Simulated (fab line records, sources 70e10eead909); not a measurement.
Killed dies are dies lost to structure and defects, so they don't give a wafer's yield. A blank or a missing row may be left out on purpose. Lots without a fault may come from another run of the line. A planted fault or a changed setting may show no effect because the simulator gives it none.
Which tool did it? | flow nand_harc | 19 lots, 57 wafers sampled, at 6 steps of a route of 1159

WHAT THE GAUGES READ, wafer by wafer
The record holds no reading of a measuring or inspecting step that can be judged against a usual standard deviation.

WHICH TOOL RAN EACH LOT (tool, then ch and the chambers of the sampled wafers, then the start)
lot  | NHARC_A_STAIRCASE_ETCH_17                     | NHARC_A_STAIRCASE_DESCUM_186       | NHARC_A_STAIRCASE_TRIM_191                    | NHARC_A_STAIRCASE_TRIM_196         | NHARC_A_STAIRCASE_DESCUM_219       | NHARC_A_STAIRCASE_TRIM_220
L074 | rie_diel-02 ch 0,1, day 11 06:06 or earlier   | rie_diel-02 ch 0,1,3, day 11 06:06 | rie_diel-02 ch 0,1,2, day 11 07:15 or earlier | rie_diel-11 ch 0,2,3, day 11 07:15 | rie_diel-03 ch 0,1,3, day 11 10:25 | rie_diel-03 ch 1,2, day 11 10:33
L076 | rie_diel-02 ch 0,2,3, day 11 05:57 or earlier | rie_diel-03 ch 1,2, day 11 05:57   | rie_diel-03 ch 2,3, day 11 07:17 or earlier   | rie_diel-02 ch 0,2, day 11 07:17   | rie_diel-03 ch 0,2,3, day 11 09:54 | rie_diel-03 ch 0,2,3, day 11 10:01
L078 | rie_diel-02 ch 0,1,2, day 11 23:28 or earlier | rie_diel-02 ch 0,2,3, day 11 23:28 | rie_diel-02 ch 1,2,3, day 12 01:06 or earlier | rie_diel-02 ch 0,1,3, day 12 01:06 | rie_diel-03 ch 0,2,3, day 12 03:47 | rie_diel-03 ch 0,2, day 12 03:58
L080 | rie_diel-11 ch 1,2, day 12 06:24 or earlier   | rie_diel-11 ch 0,2,3, day 12 06:24 | rie_diel-11 ch 0,1,2, day 12 07:31 or earlier | rie_diel-11 ch 1,2, day 12 07:31   | rie_diel-02 ch 1,2, day 12 10:08   | rie_diel-02 ch 0,3, day 12 10:17
L081 | rie_diel-02 ch 0,1,2, day 12 12:04 or earlier | rie_diel-11 ch 2,3, day 12 12:04   | rie_diel-11 ch 1,3, day 12 13:14 or earlier   | rie_diel-03 ch 2,3, day 12 13:14   | rie_diel-03 ch 0,1,2, day 12 16:12 | rie_diel-03 ch 1,3, day 12 16:17
L082 | rie_diel-11 ch 0,1,3, day 13 00:32 or earlier | rie_diel-11 ch 1,2,3, day 13 00:32 | rie_diel-11 ch 0,1,3, day 13 01:40 or earlier | rie_diel-11 ch 0,1,3, day 13 01:40 | rie_diel-02 ch 1,2,3, day 13 05:37 | rie_diel-02 ch 0,2,3, day 13 05:43
L083 | rie_diel-02 ch 2,3, day 13 00:50 or earlier   | rie_diel-03 ch 0,2,3, day 13 00:50 | rie_diel-03 ch 0,1, day 13 02:43 or earlier   | rie_diel-02 ch 0,2,3, day 13 02:43 | rie_diel-11 ch 0,3, day 13 06:15   | rie_diel-11 ch 0,1,3, day 13 06:20
L084 | rie_diel-02 ch 2,3, day 13 07:57 or earlier   | rie_diel-03 ch 1,3, day 13 07:57   | rie_diel-03 ch 0,1, day 13 09:06 or earlier   | rie_diel-11 ch 1,2,3, day 13 09:06 | rie_diel-11 ch 0,3, day 13 11:55   | rie_diel-11 ch 0,3, day 13 12:00
L088 | rie_diel-11 ch 0,2,3, day 14 06:58 or earlier | rie_diel-03 ch 0,3, day 14 06:58   | rie_diel-03 ch 0,1,2, day 14 08:08 or earlier | rie_diel-11 ch 0,1,3, day 14 08:08 | rie_diel-03 ch 0,1,3, day 14 10:43 | rie_diel-03 ch 0,1,3, day 14 10:48
L085 | rie_diel-11 ch 0,2,3, day 14 10:35 or earlier | rie_diel-11 ch 0,1,3, day 14 10:35 | rie_diel-11 ch 0,2,3, day 14 11:48 or earlier | rie_diel-11 ch 1,2,3, day 14 11:48 | rie_diel-03 ch 0,1,2, day 14 14:58 | rie_diel-03 ch 0,2,3, day 14 15:02
L086 | rie_diel-11 ch 0,2,3, day 14 15:38 or earlier | rie_diel-11 ch 0,1,2, day 14 15:38 | rie_diel-11 ch 1,3, day 14 16:47 or earlier   | rie_diel-03 ch 0,1,2, day 14 16:47 | rie_diel-11 ch 1,3, day 14 20:52   | rie_diel-11 ch 0,1, day 14 21:36
L089 | rie_diel-11 ch 0,3, day 15 01:29 or earlier   | rie_diel-11 ch 0,1, day 15 01:29   | rie_diel-11 ch 0,1,2, day 15 02:42 or earlier | rie_diel-11 ch 0,2,3, day 15 02:42 | rie_diel-11 ch 1,2,3, day 15 05:37 | rie_diel-11 ch 0,1,3, day 15 05:42
L087 | rie_diel-03 ch 0,2,3, day 15 02:59 or earlier | rie_diel-11 ch 0,1,2, day 15 02:59 | rie_diel-11 ch 1,2,3, day 15 04:22 or earlier | rie_diel-02 ch 1,2,3, day 15 04:22 | rie_diel-03 ch 0,1,2, day 15 07:14 | rie_diel-03 ch 0,1,3, day 15 07:19
L091 | rie_diel-03 ch 0,1,2, day 15 05:34 or earlier | rie_diel-03 ch 2,3, day 15 05:34   | rie_diel-03 ch 2,3, day 15 06:52 or earlier   | rie_diel-11 ch 1,3, day 15 06:52   | rie_diel-03 ch 0,2,3, day 15 09:43 | rie_diel-03 ch 1,2,3, day 15 09:47
L093 | rie_diel-03 ch 0,2,3, day 15 15:15 or earlier | rie_diel-03 ch 0,1,3, day 15 15:15 | rie_diel-03 ch 2,3, day 15 16:25 or earlier   | rie_diel-11 ch 0,1, day 15 16:25   | rie_diel-11 ch 0,1, day 15 18:52   | rie_diel-11 ch 0,2,3, day 15 19:02
L095 | rie_diel-03 ch 0,2,3, day 15 17:31 or earlier | rie_diel-11 ch 1,2, day 15 17:31   | rie_diel-11 ch 2,3, day 15 18:46 or earlier   | rie_diel-02 ch 0,2,3, day 15 18:46 | rie_diel-02 ch 1,2, day 15 22:28   | rie_diel-02 ch 1,2, day 15 22:38
L094 | rie_diel-11 ch 0,2,3, day 15 18:02 or earlier | rie_diel-11 ch 0,2,3, day 15 18:02 | rie_diel-11 ch 1,2,3, day 15 19:17 or earlier | rie_diel-03 ch 1,2,3, day 15 19:17 | rie_diel-02 ch 0,1,3, day 15 22:31 | rie_diel-02 ch 0,2,3, day 15 22:42
L096 | rie_diel-03 ch 0,1,2, day 16 17:05 or earlier | rie_diel-02 ch 0,2,3, day 16 17:05 | rie_diel-02 ch 1,2,3, day 16 19:54 or earlier | rie_diel-11 ch 0,2,3, day 16 19:54 | rie_diel-11 ch 0,1,3, day 16 22:26 | rie_diel-11 ch 0,2,3, day 16 22:31
L097 | rie_diel-03 ch 0,1,2, day 17 02:02 or earlier | rie_diel-11 ch 0,2,3, day 17 02:02 | rie_diel-11 ch 0,1,2, day 17 03:08 or earlier | rie_diel-02 ch 1,2,3, day 17 03:08 | rie_diel-02 ch 1,2,3, day 17 05:46 | rie_diel-02 ch 0,2,3, day 17 05:52
- NHARC_A_STAIRCASE_ETCH_17: etches the open film in C4F8/O2, target depth 100 nm, time 40.5 s.
- NHARC_A_STAIRCASE_DESCUM_186: chemistry O2, time 3 s.
- NHARC_A_STAIRCASE_TRIM_191: chemistry O2, time 211.2 s.
- NHARC_A_STAIRCASE_TRIM_196: chemistry O2, time 211.2 s.
- NHARC_A_STAIRCASE_DESCUM_219: chemistry O2, time 3 s.
- NHARC_A_STAIRCASE_TRIM_220: chemistry O2, time 211.2 s.

WHAT THE TOOLS THEMSELVES READ (means of the sampled wafers that have a number; where no wafer has one, the mark that the record gives instead)
NHARC_A_STAIRCASE_ETCH_17. Usual: chamber_pressure_mTorr 25.000 mTorr, standard deviation 0.022; oes_product_au 0.941 a.u., standard deviation 0.011; rf_vpp_V 895 V, standard deviation 4.7.
lot  | tool        | chamber_pressure_mTorr (mTorr) | oes_product_au (a.u.) | rf_vpp_V (V) | flag
L074 | rie_diel-02 | 25.021                         | 0.934                 | 890          |
L076 | rie_diel-02 | 24.991                         | 0.939                 | 891          |
L078 | rie_diel-02 | 24.995                         | 0.929                 | 891          |
L080 | rie_diel-11 | 24.987                         | 0.951                 | 898          |
L081 | rie_diel-02 | 24.971                         | 0.956                 | 891          |
L082 | rie_diel-11 | 25.027                         | 0.949                 | 897          |
L083 | rie_diel-02 | 24.987                         | 0.938                 | 890          |
L084 | rie_diel-02 | 24.979                         | 0.945                 | 888          |
L088 | rie_diel-11 | 25.015                         | 0.951                 | 898          |
L085 | rie_diel-11 | 25.001                         | 0.945                 | 899          |
L086 | rie_diel-11 | 25.004                         | 0.941                 | 898          |
L089 | rie_diel-11 | 24.998                         | 0.934                 | 898          |
L087 | rie_diel-03 | 24.994                         | 0.926                 | 895          |
L091 | rie_diel-03 | 25.008                         | 0.934                 | 897          |
L093 | rie_diel-03 | 24.995                         | 0.934                 | 895          |
L095 | rie_diel-03 | 25.019                         | 0.941                 | 895          |
L094 | rie_diel-11 | 25.007                         | 0.945                 | 899          |
L096 | rie_diel-03 | 25.010                         | 0.947                 | 898          |
L097 | rie_diel-03 | 25.012                         | 0.933                 | 898          |

NHARC_A_STAIRCASE_DESCUM_186. Usual: chamber_pressure_mTorr 60.01 mTorr, standard deviation 0.054; drypump_motor_current_A 5.7 A, standard deviation 0.32; oes_product_au 1.000 a.u., standard deviation 0.0091; rf_vpp_V 57.9 V, standard deviation 0.85; showerhead_plenum_p_Torr 1.92 Torr, standard deviation 0.063; throttle_valve_pct 11.312 %, standard deviation 0.0087.
lot  | tool        | chamber_pressure_mTorr (mTorr) | drypump_motor_current_A (A) | oes_product_au (a.u.) | rf_vpp_V (V) | showerhead_plenum_p_Torr (Torr) | throttle_valve_pct (%) | flag
L074 | rie_diel-02 | 59.96                          | 6.0                         | 1.002                 | 57.3         | 1.80                            | 11.320                 |
L076 | rie_diel-03 | 60.00                          | 5.7                         | 0.990                 | 57.6         | 1.95                            | 11.312                 |
L078 | rie_diel-02 | 60.03                          | 6.1                         | 1.000                 | 58.4         | 1.83                            | 11.311                 |
L080 | rie_diel-11 | 60.00                          | 5.7                         | 0.994                 | 57.8         | 1.96                            | 11.315                 |
L081 | rie_diel-11 | 60.03                          | 5.5                         | 0.996                 | 59.2         | 1.96                            | 11.310                 |
L082 | rie_diel-11 | 60.00                          | 5.6                         | 1.005                 | 58.4         | 1.96                            | 11.314                 |
L083 | rie_diel-03 | 60.04                          | 5.9                         | 0.999                 | 58.3         | 1.91                            | 11.307                 |
L084 | rie_diel-03 | 60.00                          | 5.6                         | 0.997                 | 57.9         | 1.90                            | 11.315                 |
L088 | rie_diel-03 | 60.01                          | 5.8                         | 0.993                 | 57.8         | 1.86                            | 11.317                 |
L085 | rie_diel-11 | 60.01                          | 5.8                         | 0.994                 | 58.2         | 1.93                            | 11.316                 |
L086 | rie_diel-11 | 60.00                          | 5.8                         | 1.006                 | 58.0         | 1.95                            | 11.306                 |
L089 | rie_diel-11 | 60.01                          | 6.0                         | 0.998                 | 57.6         | 1.93                            | 11.304                 |
L087 | rie_diel-11 | 60.03                          | 5.7                         | 1.010                 | 57.4         | 1.95                            | 11.318                 |
L091 | rie_diel-03 | 60.03                          | 5.8                         | 0.985                 | 57.9         | 1.88                            | 11.319                 |
L093 | rie_diel-03 | 59.96                          | 5.7                         | 1.000                 | 57.8         | 1.88                            | 11.314                 |
L095 | rie_diel-11 | 59.96                          | 5.5                         | 1.001                 | 57.7         | 1.97                            | 11.310                 |
L094 | rie_diel-11 | 59.99                          | 5.7                         | 1.002                 | 57.1         | 1.95                            | 11.312                 |
L096 | rie_diel-02 | 59.99                          | 6.1                         | 0.998                 | 58.2         | 1.92                            | 11.308                 |
L097 | rie_diel-11 | 59.96                          | 5.7                         | 1.000                 | 57.7         | 1.95                            | 11.318                 |

NHARC_A_STAIRCASE_TRIM_191. Usual: chamber_pressure_mTorr 60.00 mTorr, standard deviation 0.058; drypump_motor_current_A 5.8 A, standard deviation 0.31; oes_product_au 1.000 a.u., standard deviation 0.0094; rf_vpp_V 57.7 V, standard deviation 0.89; showerhead_plenum_p_Torr 3.54 Torr, standard deviation 0.11; throttle_valve_pct 17.037 %, standard deviation 0.0091.
lot  | tool        | chamber_pressure_mTorr (mTorr) | drypump_motor_current_A (A) | oes_product_au (a.u.) | rf_vpp_V (V) | showerhead_plenum_p_Torr (Torr) | throttle_valve_pct (%) | flag
L074 | rie_diel-02 | 59.98                          | 5.7                         | 1.009                 | 57.9         | 3.39                            | 17.034                 |
L076 | rie_diel-03 | 59.99                          | 5.8                         | 0.996                 | 57.4         | 3.49                            | 17.040                 |
L078 | rie_diel-02 | 60.02                          | 5.8                         | 1.009                 | 56.7         | 3.33                            | 17.035                 |
L080 | rie_diel-11 | 59.95                          | 5.8                         | 1.002                 | 58.1         | 3.60                            | 17.031                 |
L081 | rie_diel-11 | 59.97                          | 5.7                         | 0.988                 | 57.1         | 3.57                            | 17.034                 |
L082 | rie_diel-11 | 59.99                          | 5.8                         | 1.001                 | 57.5         | 3.57                            | 17.044                 |
L083 | rie_diel-03 | 59.98                          | 5.8                         | 1.009                 | 57.7         | 3.53                            | 17.034                 |
L084 | rie_diel-03 | 59.96                          | 5.8                         | 1.001                 | 56.8         | 3.54                            | 17.033                 |
L088 | rie_diel-03 | 60.01                          | 5.8                         | 0.996                 | 57.5         | 3.58                            | 17.034                 |
L085 | rie_diel-11 | 60.00                          | 5.7                         | 1.004                 | 58.0         | 3.60                            | 17.036                 |
L086 | rie_diel-11 | 60.00                          | 5.6                         | 0.998                 | 57.6         | 3.57                            | 17.031                 |
L089 | rie_diel-11 | 60.01                          | 5.8                         | 1.005                 | 58.3         | 3.59                            | 17.036                 |
L087 | rie_diel-11 | 59.96                          | 5.6                         | 1.007                 | 57.3         | 3.60                            | 17.045                 |
L091 | rie_diel-03 | 60.00                          | 5.8                         | 0.988                 | 57.5         | 3.56                            | 17.039                 |
L093 | rie_diel-03 | 59.98                          | 5.8                         | 0.989                 | 57.5         | 3.46                            | 17.034                 |
L095 | rie_diel-11 | 60.04                          | 5.4                         | 1.001                 | 57.7         | 3.63                            | 17.039                 |
L094 | rie_diel-11 | 60.02                          | 5.6                         | 1.001                 | 58.0         | 3.59                            | 17.049                 |
L096 | rie_diel-02 | 59.99                          | 5.8                         | 0.998                 | 57.3         | 3.67                            | 17.038                 |
L097 | rie_diel-11 | 59.98                          | 5.8                         | 1.007                 | 58.7         | 3.58                            | 17.032                 |

NHARC_A_STAIRCASE_TRIM_196. Usual: chamber_pressure_mTorr 59.99 mTorr, standard deviation 0.062; drypump_motor_current_A 5.8 A, standard deviation 0.38; oes_product_au 1.001 a.u., standard deviation 0.0096; rf_vpp_V 57.8 V, standard deviation 0.89; showerhead_plenum_p_Torr 3.54 Torr, standard deviation 0.13; throttle_valve_pct 17.037 %, standard deviation 0.0092.
lot  | tool        | chamber_pressure_mTorr (mTorr) | drypump_motor_current_A (A) | oes_product_au (a.u.) | rf_vpp_V (V) | showerhead_plenum_p_Torr (Torr) | throttle_valve_pct (%) | flag
L074 | rie_diel-11 | 60.01                          | 5.7                         | 0.999                 | 57.8         | 3.61                            | 17.033                 |
L076 | rie_diel-02 | 59.97                          | 5.9                         | 1.002                 | 58.0         | 3.44                            | 17.036                 |
L078 | rie_diel-02 | 60.01                          | 6.0                         | 0.995                 | 58.1         | 3.33                            | 17.039                 |
L080 | rie_diel-11 | 59.99                          | 5.5                         | 1.011                 | 57.8         | 3.64                            | 17.036                 |
L081 | rie_diel-03 | 60.00                          | 5.8                         | 0.993                 | 57.7         | 3.57                            | 17.034                 |
L082 | rie_diel-11 | 59.99                          | 5.8                         | 0.999                 | 57.7         | 3.57                            | 17.031                 |
L083 | rie_diel-02 | 59.97                          | 6.2                         | 0.999                 | 56.5         | 3.38                            | 17.039                 |
L084 | rie_diel-11 | 59.95                          | 5.6                         | 1.008                 | 57.9         | 3.60                            | 17.035                 |
L088 | rie_diel-11 | 59.98                          | 5.8                         | 0.998                 | 57.3         | 3.56                            | 17.036                 |
L085 | rie_diel-11 | 59.94                          | 5.6                         | 1.001                 | 57.5         | 3.60                            | 17.037                 |
L086 | rie_diel-03 | 60.04                          | 5.8                         | 0.996                 | 58.5         | 3.57                            | 17.041                 |
L089 | rie_diel-11 | 59.96                          | 5.7                         | 1.008                 | 57.7         | 3.59                            | 17.042                 |
L087 | rie_diel-02 | 59.98                          | 5.8                         | 1.007                 | 58.9         | 3.68                            | 17.034                 |
L091 | rie_diel-11 | 59.96                          | 5.6                         | 0.999                 | 57.9         | 3.57                            | 17.039                 |
L093 | rie_diel-11 | 59.99                          | 6.0                         | 0.994                 | 58.0         | 3.55                            | 17.026                 |
L095 | rie_diel-02 | 59.93                          | 6.2                         | 1.003                 | 58.0         | 3.55                            | 17.040                 |
L094 | rie_diel-03 | 59.97                          | 5.8                         | 1.001                 | 57.5         | 3.52                            | 17.025                 |
L096 | rie_diel-11 | 60.02                          | 5.7                         | 1.004                 | 58.1         | 3.59                            | 17.025                 |
L097 | rie_diel-02 | 60.01                          | 5.7                         | 0.994                 | 58.2         | 3.67                            | 17.036                 |

NHARC_A_STAIRCASE_DESCUM_219. Usual: chamber_pressure_mTorr 60.00 mTorr, standard deviation 0.056; drypump_motor_current_A 5.8 A, standard deviation 0.36; oes_product_au 1.000 a.u., standard deviation 0.01; rf_vpp_V 57.8 V, standard deviation 0.88; showerhead_plenum_p_Torr 1.91 Torr, standard deviation 0.079; throttle_valve_pct 11.311 %, standard deviation 0.0091.
lot  | tool        | chamber_pressure_mTorr (mTorr) | drypump_motor_current_A (A) | oes_product_au (a.u.) | rf_vpp_V (V) | showerhead_plenum_p_Torr (Torr) | throttle_valve_pct (%) | flag
L074 | rie_diel-03 | 59.94                          | 5.7                         | 1.000                 | 58.0         | 1.89                            | 11.318                 |
L076 | rie_diel-03 | 60.00                          | 5.8                         | 0.992                 | 58.0         | 1.92                            | 11.312                 |
L078 | rie_diel-03 | 59.98                          | 5.8                         | 0.991                 | 58.1         | 1.91                            | 11.310                 |
L080 | rie_diel-02 | 60.00                          | 5.3                         | 1.012                 | 57.2         | 1.80                            | 11.311                 |
L081 | rie_diel-03 | 60.02                          | 5.8                         | 1.001                 | 56.9         | 1.94                            | 11.315                 |
L082 | rie_diel-02 | 60.01                          | 5.7                         | 1.007                 | 57.7         | 1.80                            | 11.309                 |
L083 | rie_diel-11 | 60.03                          | 5.9                         | 0.993                 | 58.2         | 1.93                            | 11.312                 |
L084 | rie_diel-11 | 60.02                          | 5.9                         | 0.999                 | 58.6         | 1.93                            | 11.308                 |
L088 | rie_diel-03 | 60.00                          | 5.8                         | 0.999                 | 57.8         | 1.89                            | 11.314                 |
L085 | rie_diel-03 | 59.97                          | 5.8                         | 0.998                 | 57.5         | 1.94                            | 11.310                 |
L086 | rie_diel-11 | 59.99                          | 5.6                         | 1.005                 | 58.2         | 1.94                            | 11.316                 |
L089 | rie_diel-11 | 60.00                          | 5.6                         | 0.998                 | 57.7         | 1.95                            | 11.311                 |
L087 | rie_diel-03 | 59.98                          | 5.8                         | 0.998                 | 57.9         | 1.93                            | 11.310                 |
L091 | rie_diel-03 | 60.00                          | 5.8                         | 0.989                 | 58.2         | 1.90                            | 11.312                 |
L093 | rie_diel-11 | 60.01                          | 6.0                         | 0.992                 | 57.7         | 1.93                            | 11.306                 |
L095 | rie_diel-02 | 59.97                          | 5.3                         | 1.007                 | 57.4         | 2.00                            | 11.301                 |
L094 | rie_diel-02 | 60.01                          | 5.9                         | 1.007                 | 58.5         | 2.00                            | 11.313                 |
L096 | rie_diel-11 | 60.01                          | 5.8                         | 1.000                 | 57.8         | 1.92                            | 11.318                 |
L097 | rie_diel-02 | 59.99                          | 5.8                         | 1.005                 | 57.5         | 2.00                            | 11.307                 |

NHARC_A_STAIRCASE_TRIM_220. Usual: chamber_pressure_mTorr 60.01 mTorr, standard deviation 0.052; drypump_motor_current_A 5.8 A, standard deviation 0.36; oes_product_au 0.999 a.u., standard deviation 0.0094; rf_vpp_V 57.8 V, standard deviation 0.87; showerhead_plenum_p_Torr 3.53 Torr, standard deviation 0.14; throttle_valve_pct 17.037 %, standard deviation 0.0092.
lot  | tool        | chamber_pressure_mTorr (mTorr) | drypump_motor_current_A (A) | oes_product_au (a.u.) | rf_vpp_V (V) | showerhead_plenum_p_Torr (Torr) | throttle_valve_pct (%) | flag
L074 | rie_diel-03 | 60.03                          | 5.8                         | 1.001                 | 57.1         | 3.60                            | 17.035                 |
L076 | rie_diel-03 | 59.99                          | 5.8                         | 0.993                 | 57.7         | 3.53                            | 17.038                 |
L078 | rie_diel-03 | 60.04                          | 5.9                         | 0.999                 | 57.6         | 3.58                            | 17.031                 |
L080 | rie_diel-02 | 59.96                          | 6.4                         | 1.000                 | 57.3         | 3.33                            | 17.034                 |
L081 | rie_diel-03 | 60.03                          | 5.7                         | 0.986                 | 57.0         | 3.45                            | 17.035                 |
L082 | rie_diel-02 | 59.96                          | 6.2                         | 1.001                 | 57.0         | 3.38                            | 17.053                 |
L083 | rie_diel-11 | 59.99                          | 5.9                         | 1.005                 | 57.8         | 3.57                            | 17.040                 |
L084 | rie_diel-11 | 60.03                          | 5.9                         | 1.002                 | 56.9         | 3.57                            | 17.042                 |
L088 | rie_diel-03 | 60.03                          | 5.8                         | 0.995                 | 57.7         | 3.48                            | 17.029                 |
L085 | rie_diel-03 | 60.03                          | 5.8                         | 1.000                 | 58.0         | 3.52                            | 17.034                 |
L086 | rie_diel-11 | 59.98                          | 6.0                         | 0.998                 | 57.8         | 3.55                            | 17.040                 |
L089 | rie_diel-11 | 60.00                          | 5.8                         | 0.997                 | 57.3         | 3.56                            | 17.035                 |
L087 | rie_diel-03 | 59.98                          | 5.8                         | 0.989                 | 58.0         | 3.48                            | 17.041                 |
L091 | rie_diel-03 | 60.04                          | 5.8                         | 0.998                 | 58.6         | 3.52                            | 17.029                 |
L093 | rie_diel-11 | 60.01                          | 5.7                         | 1.004                 | 57.5         | 3.59                            | 17.040                 |
L095 | rie_diel-02 | 59.99                          | 5.5                         | 1.013                 | 57.6         | 3.55                            | 17.039                 |
L094 | rie_diel-02 | 60.00                          | 6.2                         | 1.004                 | 58.2         | 3.55                            | 17.045                 |
L096 | rie_diel-11 | 59.99                          | 5.7                         | 0.999                 | 58.1         | 3.59                            | 17.035                 |
L097 | rie_diel-02 | 60.02                          | 6.1                         | 1.001                 | 58.3         | 3.55                            | 17.026                 |

THE ANSWER, worked out from the rows above alone
Rule: a lot is off if the mean of its wafers that have a number lies more than 3 standard deviations from the usual mean. A lot without any number at a reading at which 4 lots or more have one is off too. The other lots that the step has rows for count as sound. The gauges are gone through in route order, then the tools' own readings, and for those a lot's mean is taken as printed above. The first step at which some lot is off is used, and at that step the reading that is off furthest; a lot without a number counts as furthest.
No lot is off at any reading shown: from this, nothing can be told.

WHAT THE SIMULATOR HAD PUT IN
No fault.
